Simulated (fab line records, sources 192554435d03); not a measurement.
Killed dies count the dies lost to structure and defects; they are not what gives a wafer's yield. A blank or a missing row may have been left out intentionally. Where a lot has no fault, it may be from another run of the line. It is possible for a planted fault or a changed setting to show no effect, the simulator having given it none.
Split-lot experiment || flow n5-finfet || on a route of 1938 steps: 7 lots, 21 wafers read

## SPLIT DETAILS
At N5_BEOL_M8_EXPOSE_08 (exposes mask M8), the setting dose-mj was moved away from the recipe's 68.25 on 7 of the 21 wafers read, by -6.8% to +6.2%. This setting was run at the recipe's value on the other wafers.

## FROM THE SPLIT TO THE READING: what the file shows between them, 15 steps
- N5_BEOL_M8_PEB_09: peb time 60 s
- N5_BEOL_M8_DEVELOP_10: develop time 30 s
- N5_BEOL_M8_CD_MEAS_11: target cd 38.5 nm
- N5_BEOL_M8_DESCUM_16: chemistry O2, time 7.9 s
- N5_BEOL_M8_ETCH_61: etches SiARC in CF4, target depth 45.5 nm, time 75.8 s
- N5_BEOL_M8_ETCH_62: etches SOC in N2/H2, target depth 110 nm, overetch 22 nm, time 165 s
- N5_BEOL_M8_STRIP_68: strips in N2/H2
- N5_BEOL_M8_STRIP_67: strips in CF4
- N5_BEOL_M8_HM_OPEN_17: chemistry Cl2/BCl3, target TiN, target depth 20 nm, overetch 6 nm
- N5_BEOL_M8_STRIP_19: strips in O2
- N5_BEOL_M8_CD_MEAS_18: pitch 80 nm, target cd 40 nm
- N5_BEOL_M8_COAT_63: time 60 s, resist thk 60 nm
- N5_BEOL_M8_COAT_64: time 60 s, resist thk 12 nm
- N5_BEOL_M8_PRECLEAN_42: cleans in residue remover, time 60 s
- N5_BEOL_M8_SRD_43: time 30 s

## THE READING
cd-nm at N5_BEOL_M8_CD_MEAS_35, given in nm (cd target 40 nm). Typical for fault-free wafers on this fab line: 39.8 nm, with standard deviation 0.54 nm.

{"wafer": "L076.2", "tool, chamber at the split": "arfi-scanner-01, 0", "dose-mj as run": 63.58, "against the recipe": "-6.8%", "cd-nm, nm": 37.4, "against lot-mates on the recipe": -3.6}
{"wafer": "L076.3", "tool, chamber at the split": "arfi-scanner-01, 0", "dose-mj as run": 68.25, "against the recipe": "recipe", "cd-nm, nm": 41.0, "against lot-mates on the recipe": "-"}
{"wafer": "L076.6", "tool, chamber at the split": "arfi-scanner-01, 0", "dose-mj as run": 63.58, "against the recipe": "-6.8%", "cd-nm, nm": 36.7, "against lot-mates on the recipe": -4.3}
{"wafer": "L084.1", "tool, chamber at the split": "arfi-scanner-01, 0", "dose-mj as run": 72.47, "against the recipe": "+6.2%", "cd-nm, nm": 42.0, "against lot-mates on the recipe": "+3.0"}
{"wafer": "L084.5", "tool, chamber at the split": "arfi-scanner-01, 0", "dose-mj as run": 68.25, "against the recipe": "recipe", "cd-nm, nm": 38.9, "against lot-mates on the recipe": "-"}
{"wafer": "L084.6", "tool, chamber at the split": "arfi-scanner-01, 0", "dose-mj as run": 68.25, "against the recipe": "recipe", "cd-nm, nm": 39.0, "against lot-mates on the recipe": "-"}
{"wafer": "L088.1", "tool, chamber at the split": "arfi-scanner-02, 0", "dose-mj as run": 64.46, "against the recipe": "-5.6%", "cd-nm, nm": 36.9, "against lot-mates on the recipe": "no lot-mate on the recipe"}
{"wafer": "L088.4", "tool, chamber at the split": "arfi-scanner-02, 0", "dose-mj as run": 64.46, "against the recipe": "-5.6%", "cd-nm, nm": 36.9, "against lot-mates on the recipe": "no lot-mate on the recipe"}
{"wafer": "L088.5", "tool, chamber at the split": "arfi-scanner-02, 0", "dose-mj as run": 64.46, "against the recipe": "-5.6%", "cd-nm, nm": 36.3, "against lot-mates on the recipe": "no lot-mate on the recipe"}
{"wafer": "L089.2", "tool, chamber at the split": "arfi-scanner-03, 0", "dose-mj as run": 68.25, "against the recipe": "recipe", "cd-nm, nm": 39.7, "against lot-mates on the recipe": "-"}
{"wafer": "L089.5", "tool, chamber at the split": "arfi-scanner-03, 0", "dose-mj as run": 68.25, "against the recipe": "recipe", "cd-nm, nm": 40.9, "against lot-mates on the recipe": "-"}
{"wafer": "L089.6", "tool, chamber at the split": "arfi-scanner-03, 0", "dose-mj as run": 68.25, "against the recipe": "recipe", "cd-nm, nm": 40.8, "against lot-mates on the recipe": "-"}
{"wafer": "L090.3", "tool, chamber at the split": "arfi-scanner-02, 0", "dose-mj as run": 68.25, "against the recipe": "recipe", "cd-nm, nm": 40.3, "against lot-mates on the recipe": "-"}
{"wafer": "L090.5", "tool, chamber at the split": "arfi-scanner-02, 0", "dose-mj as run": 68.25, "against the recipe": "recipe", "cd-nm, nm": 39.3, "against lot-mates on the recipe": "-"}
{"wafer": "L090.6", "tool, chamber at the split": "arfi-scanner-02, 0", "dose-mj as run": 68.25, "against the recipe": "recipe", "cd-nm, nm": 39.0, "against lot-mates on the recipe": "-"}
{"wafer": "L093.2", "tool, chamber at the split": "arfi-scanner-03, 0", "dose-mj as run": 68.25, "against the recipe": "recipe", "cd-nm, nm": 39.4, "against lot-mates on the recipe": "-"}
{"wafer": "L093.4", "tool, chamber at the split": "arfi-scanner-03, 0", "dose-mj as run": 68.25, "against the recipe": "recipe", "cd-nm, nm": 39.6, "against lot-mates on the recipe": "-"}
{"wafer": "L093.5", "tool, chamber at the split": "arfi-scanner-03, 0", "dose-mj as run": 68.25, "against the recipe": "recipe", "cd-nm, nm": 40.2, "against lot-mates on the recipe": "-"}
{"wafer": "L094.2", "tool, chamber at the split": "arfi-scanner-03, 0", "dose-mj as run": 68.25, "against the recipe": "recipe", "cd-nm, nm": 39.4, "against lot-mates on the recipe": "-"}
{"wafer": "L094.4", "tool, chamber at the split": "arfi-scanner-03, 0", "dose-mj as run": 65.72, "against the recipe": "-3.7%", "cd-nm, nm": 38.1, "against lot-mates on the recipe": -1.2}
{"wafer": "L094.6", "tool, chamber at the split": "arfi-scanner-03, 0", "dose-mj as run": 68.25, "against the recipe": "recipe", "cd-nm, nm": 39.3, "against lot-mates on the recipe": "-"}

FIT RESULTS
A straight line over all 21 wafers: cd-nm changes by +0.446 nm for each +1% of dose-mj; r = +0.90; the points scatter about the line by 0.69 nm.
The same after taking each lot's own level away (the mean of its wafers on the recipe; 18 wafers): +0.532 nm for each +1%; r = +0.96; scatter 0.45 nm.
According to that fit, moving dose-mj by its largest amount changes the reading by 3.6 nm.
The span of the lots' own levels, 38.95 to 41.00 nm, comes to 3.8 times the standard deviation stated above.
Hence the slope depends on the lot-to-lot level, as the two fits are not the same.
Check: -3.67 nm against its lot-mates is what the line predicts for one of the wafers moved furthest among these (-6.8%) when that wafer is left out of the fit. Against them it came out at -3.6 nm.

## OTHER SPLITS APPLIED TO THESE WAFERS
These wafers also went through other splits before the reading. Each is held against what the fit with the lots' levels taken away leaves over:
{"other split on the same wafers": "N5_BEOL_M6_ILD_DEP_00 time-s", "wafers away from the commonest value": 7, "r with cd-nm (lot level and that fit taken away)": -0.02}
{"other split on the same wafers": "N5_BEOL_M6_PECVD_70 time-s", "wafers away from the commonest value": 6, "r with cd-nm (lot level and that fit taken away)": "+0.10"}
{"other split on the same wafers": "N5_BEOL_M8_ILD_DEP_00 time-s", "wafers away from the commonest value": 6, "r with cd-nm (lot level and that fit taken away)": "+0.16"}

## THE WHOLE CHAIN: every reading that the file lists as answering this split, in the file's order
{"step": "N5_BEOL_M8_CD_MEAS_11", "what it does": "target cd 38.5 nm", "reading": "cd-nm", "change (the file's fit)": "+0.437 nm for each +1% of the setting", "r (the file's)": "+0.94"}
{"step": "N5_BEOL_M8_ETCH_61", "what it does": "etches SiARC in CF4, target depth 45.5 nm, time 75.8 s", "reading": "BEOL_M8.cd-offset-nm (the simulator's own value, which no gauge read)", "change (the file's fit)": "+0.47 nm for each +1% of the setting", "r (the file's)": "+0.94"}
{"step": "N5_BEOL_M8_ETCH_62", "what it does": "etches SOC in N2/H2, target depth 110 nm, overetch 22 nm, time 165 s", "reading": "BEOL_M8.cd-offset-nm (the simulator's own value, which no gauge read)", "change (the file's fit)": "+0.537 nm for each +1% of the setting", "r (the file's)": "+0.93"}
{"step": "N5_BEOL_M8_HM_OPEN_17", "what it does": "chemistry Cl2/BCl3, target TiN, target depth 20 nm, overetch 6 nm", "reading": "BEOL_M8.cd-offset-nm (the simulator's own value, which no gauge read)", "change (the file's fit)": "+0.524 nm for each +1% of the setting", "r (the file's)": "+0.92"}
{"step": "N5_BEOL_M8_CD_MEAS_18", "what it does": "pitch 80 nm, target cd 40 nm", "reading": "cd-nm", "change (the file's fit)": "+0.545 nm for each +1% of the setting", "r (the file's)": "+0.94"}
{"step": "N5_BEOL_M8_CD_MEAS_35", "what it does": "target cd 40 nm", "reading": "cd-nm", "change (the file's fit)": "+0.511 nm for each +1% of the setting", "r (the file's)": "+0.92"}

## THE FILE'S OWN FIT
cd-nm changes by +0.511 nm for each +1% of dose-mj, r = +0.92.
